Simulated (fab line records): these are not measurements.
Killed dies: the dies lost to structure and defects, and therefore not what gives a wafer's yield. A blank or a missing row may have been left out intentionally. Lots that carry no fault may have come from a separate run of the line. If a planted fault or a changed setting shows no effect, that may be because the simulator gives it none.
A lot that was struck, set against a sound lot || flow n5-finfet || 39 steps out of a route of 1938
Sound: the wafers L341.2, L341.3, L341.5. Struck: wafer L344.5 (left out: L344.1, L344.6 of the same lot, which were not struck); the cause appears at the end.
At each step with rows: each side's tool, then ch and its chambers, then its first start. Under that, the readings that differ: sound wafers || struck wafers || difference of the means || sigmas: that difference in standard deviations of wafers without a fault.
alike: a reading whose means differ by less than 2 such deviations, as well as words and numbers matching on both sides. not compared: withheld readings; readings where some wafer has no value; bounds like >300 that might hide an equal value; numbers whose values overlap and for which the record gives no deviation.
A row with sigmas, a row that says differs or no value, or rows on one side alone: a step with any of these is where the two part. When numbers do not overlap yet have no deviation, they are printed without sigmas and do not part them. A reading that every wafer of one side lacks parts them only if that side has two wafers or more.

first, 10 steps without rows for these wafers: N5_BEOL_M4_STRIP_36 (strips in N2/H2); N5_BEOL_M4_TRENCH_ETCH_37 (etches SiOC in C4F6/O2, target depth 55.555 nm, time 29.2 s); N5_BEOL_M4_ETCH_41 (etches SiCN in CH3F/O2, target depth 29.9 nm, time 52.5 s); N5_BEOL_M4_STRIP_97 (strips in N2/H2, time 10 s); N5_BEOL_M4_HM_STRIP_39 (strips TiN in peroxide tin strip, target depth 25 nm, time 158 s); N5_BEOL_M4_SRD_40 (time 30 s); N5_BEOL_M4_PRECLEAN_42 (cleans in residue remover, time 60 s); N5_BEOL_M4_SRD_43 (time 30 s); N5_BEOL_M4_DEGAS_44 (time 60 s); N5_BEOL_M4_PRE_CLEAN_45 (time 30 s).
N5_BEOL_M4_ALD_84: deposits TaN, pulse time 2 s, purge time 3 s, co reactant purge time 2 s.
  sound on ald-metal-04 ch 1,2, day 8 05:18; struck on ald-metal-04 ch 0, day 10 03:28
{"reading": "ald-cycles", "sound": "30 30 30", "struck": 11, "difference": -19, "sigmas": ""}
  alike: heater-power-w
  not compared: model.TaN_of_BEOL_M4_ALD_84.thk-nm
then, 26 steps without rows for these wafers: N5_BEOL_M4_SURFACE_TREAT_85; N5_BEOL_M4_CVD_47 (deposits Co from CCTBA/H2, target thk 3 nm, time 223.8 s); N5_BEOL_M4_SPUTTER_48 (material Cu, target thk 4.5 nm, time 8.29 s); N5_BEOL_M4_ANNEAL_49 (time 240 s); N5_BEOL_M4_SPUTTER_79 (material Cu, target thk 4.5 nm, time 8.29 s); N5_BEOL_M4_ANNEAL_80 (time 240 s); N5_BEOL_M4_SPUTTER_81 (material Cu, target thk 4.5 nm, time 8.29 s); N5_BEOL_M4_ANNEAL_82 (time 240 s); N5_BEOL_M4_SPUTTER_86 (material Cu, target thk 4.5 nm, time 8.29 s); N5_BEOL_M4_ANNEAL_87 (time 240 s); N5_BEOL_M4_SPUTTER_88 (material Cu, target thk 4.5 nm, time 8.29 s); N5_BEOL_M4_ANNEAL_89 (time 240 s); N5_BEOL_M4_SPUTTER_90 (material Cu, target thk 4.5 nm, time 8.29 s); N5_BEOL_M4_ANNEAL_91 (time 240 s); N5_BEOL_M4_SPUTTER_92 (material Cu, target thk 4.5 nm, time 8.29 s); N5_BEOL_M4_ANNEAL_93 (time 240 s); N5_BEOL_M4_SPUTTER_94 (material Cu, target thk 4.5 nm, time 8.29 s); N5_BEOL_M4_ANNEAL_95 (time 240 s); N5_BEOL_M4_SPUTTER_96 (material Cu, target thk 4.5 nm, time 8.29 s); N5_BEOL_M4_ECD_50 (material Cu, target thk 300 nm); N5_BEOL_M4_ANNEAL_51 (time 90 s); N5_BEOL_M4_CMP_52 (polishes, stops on SiOC, t overpolish 6.8 s, target thk 40 nm); N5_BEOL_M4_PRE_CLEAN_60 (time 15 s); N5_BEOL_M4_CO_CAP_55 (material Co, precursor CCTBA/H2, target thk 2 nm, time 102.1 s); N5_BEOL_M4_PRE_CLEAN_56 (time 15 s); N5_BEOL_M4_DEP_57 (deposits SiCN from 3MS/NH3, target thk 8 nm, time 14 s).
N5_BEOL_M4_RC_MEAS_101:
  the record has rows for the sound wafers here (prober-01 ch 0, day 8 09:34) and none for the struck ones
-- here the record skips 4 days between the struck wafers' starts before and after, leaving off in module BEOL_M4 and picking up in module PASSIVATION (first step shown: number 1936 of the route) --
N5_PASSIVATION_PROBE_49:
  struck on prober-01, day 14 14:07; sound on prober-02, day 13 01:45
{"reading": "defect-limited-yield (%)", "sound": "93.6 93.7 93.0", "struck": 37.0, "difference": -56.4, "sigmas": -40}
{"reading": "killed_at_M4_up", "sound": "10 12 8", "struck": 655, "difference": "+645", "sigmas": "+99 or more"}
{"reading": "killed-dies", "sound": "75 74 83", "struck": 743, "difference": "+666", "sigmas": "+39"}
{"reading": "killed-on-rim", "sound": "5 6 9", "struck": 95, "difference": "+88", "sigmas": "+23"}
{"reading": "sort_bin_4_leakage (%)", "sound": "0 0 0", "struck": 54.92, "difference": "+54.92", "sigmas": ""}
{"reading": "sort_bin_6_memory (%)", "sound": "2.2 2.1 2.3", "struck": 3.7, "difference": "+1.5", "sigmas": "+2"}
{"reading": "sort-n-pass", "sound": "1105 1106 1097", "struck": 437, "difference": -666, "sigmas": -39}
{"reading": "sort-yield-pct (%)", "sound": "93.6 93.7 93.0", "struck": 37.0, "difference": -56.4, "sigmas": -40}
  alike: killed_at_M0_to_M3, killed-at-contacts, killed-at-front-end, killed-at-other, killed-open, killed-short, sort_bin_5_function

## WHERE THEY PART
Last at N5_PASSIVATION_PROBE_49 as far as this record goes, first at N5_BEOL_M4_RC_MEAS_101.

WHY: what had been put in by the simulator
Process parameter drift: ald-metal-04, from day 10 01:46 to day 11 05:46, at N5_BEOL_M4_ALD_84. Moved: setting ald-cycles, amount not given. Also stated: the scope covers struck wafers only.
